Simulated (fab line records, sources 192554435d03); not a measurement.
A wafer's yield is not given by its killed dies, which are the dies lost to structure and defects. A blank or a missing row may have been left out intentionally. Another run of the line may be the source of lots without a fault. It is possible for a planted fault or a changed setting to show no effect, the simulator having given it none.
Matching of chambers :: flow n5_finfet :: 4 sister chambers for N5_GATE_CUT_CMP_02 on cmp-03
The step polishes, stops on SiO2, t overpolish 12.7 s, target thk 0 nm. 8 wafers are shown with their chamber, then 12 later ones without.

WAFERS PAIRED WITH THEIR CHAMBERS
wafer: L086.3
chamber: 0
motor_current_A (A): 9.5
time_to_endpoint_s (s): 26.1

wafer: L086.4
chamber: 3
motor_current_A (A): 8.7
time_to_endpoint_s (s): 27.5

wafer: L089.6
chamber: 2
motor_current_A (A): 7.5
time_to_endpoint_s (s): 30.2

wafer: L090.3
chamber: 0
motor_current_A (A): 9.1
time_to_endpoint_s (s): 25.4

wafer: L090.5
chamber: 1
motor_current_A (A): 8.9
time_to_endpoint_s (s): 27.6

wafer: L092.3
chamber: 2
motor_current_A (A): 7.4
time_to_endpoint_s (s): 28.4

wafer: L092.4
chamber: 1
motor_current_A (A): 8.6
time_to_endpoint_s (s): 27.2

wafer: L092.6
chamber: 3
motor_current_A (A): 8.7
time_to_endpoint_s (s): 26.5

WAFERS MISSING THEIR CHAMBER
wafer: L093.3
motor_current_A (A): 8.5
time_to_endpoint_s (s): 27.9

wafer: L093.4
motor_current_A (A): 7.1
time_to_endpoint_s (s): 30.3

wafer: L093.6
motor_current_A (A): 9.7
time_to_endpoint_s (s): 26.7

wafer: L095.2
motor_current_A (A): 7.5
time_to_endpoint_s (s): 29.5

wafer: L095.4
motor_current_A (A): 8.9
time_to_endpoint_s (s): 27.9

wafer: L095.6
motor_current_A (A): 9.4
time_to_endpoint_s (s): 27.5

wafer: L096.1
motor_current_A (A): 9.3
time_to_endpoint_s (s): 30.7

wafer: L096.5
motor_current_A (A): 9.1
time_to_endpoint_s (s): 27.6

wafer: L096.6
motor_current_A (A): 9.6
time_to_endpoint_s (s): 27.9

wafer: L097.1
motor_current_A (A): 9.5
time_to_endpoint_s (s): 25.9

wafer: L097.2
motor_current_A (A): 7.7
time_to_endpoint_s (s): 29.1

wafer: L097.3
motor_current_A (A): 8.3
time_to_endpoint_s (s): 25.7

WHICH CHAMBER EACH WENT THROUGH
wafer: L093.3
from the rows above: can't be placed: 1 or 3
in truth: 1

wafer: L093.4
from the rows above: 2
in truth: 2

wafer: L093.6
from the rows above: 0
in truth: 0

wafer: L095.2
from the rows above: 2
in truth: 2

wafer: L095.4
from the rows above: can't be placed: 1 or 3
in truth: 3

wafer: L095.6
from the rows above: can't be placed: 0 or 1 or 3
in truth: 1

wafer: L096.1
from the rows above: can't be placed: 1 or 3 or 0
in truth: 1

wafer: L096.5
from the rows above: can't be placed: 1 or 3 or 0
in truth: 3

wafer: L096.6
from the rows above: can't be placed: 0 or 1 or 3
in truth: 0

wafer: L097.1
from the rows above: 0
in truth: 0

wafer: L097.2
from the rows above: 2
in truth: 2

wafer: L097.3
from the rows above: can't be placed: 3 or 1
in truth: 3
Correct placement for 5 of the 12. Not placeable from these rows: 7 (in 7, the candidates include the true chamber). Number placed wrongly: 0.
How it was worked out, from the rows above alone: a wafer's distance from a chamber is the root of the sum, over the readings, of the square of ((its reading less the chamber's mean) divided by the reading's scatter). The wafer belongs to the nearest chamber; if the next one is less than 2 further off, it can't be placed. For every chamber, the mean is computed from those of its wafers that are shown. The scatter: the root of (the sum of the squares of (reading less its chamber's mean) over the shown wafers, divided by (wafers less chambers)).
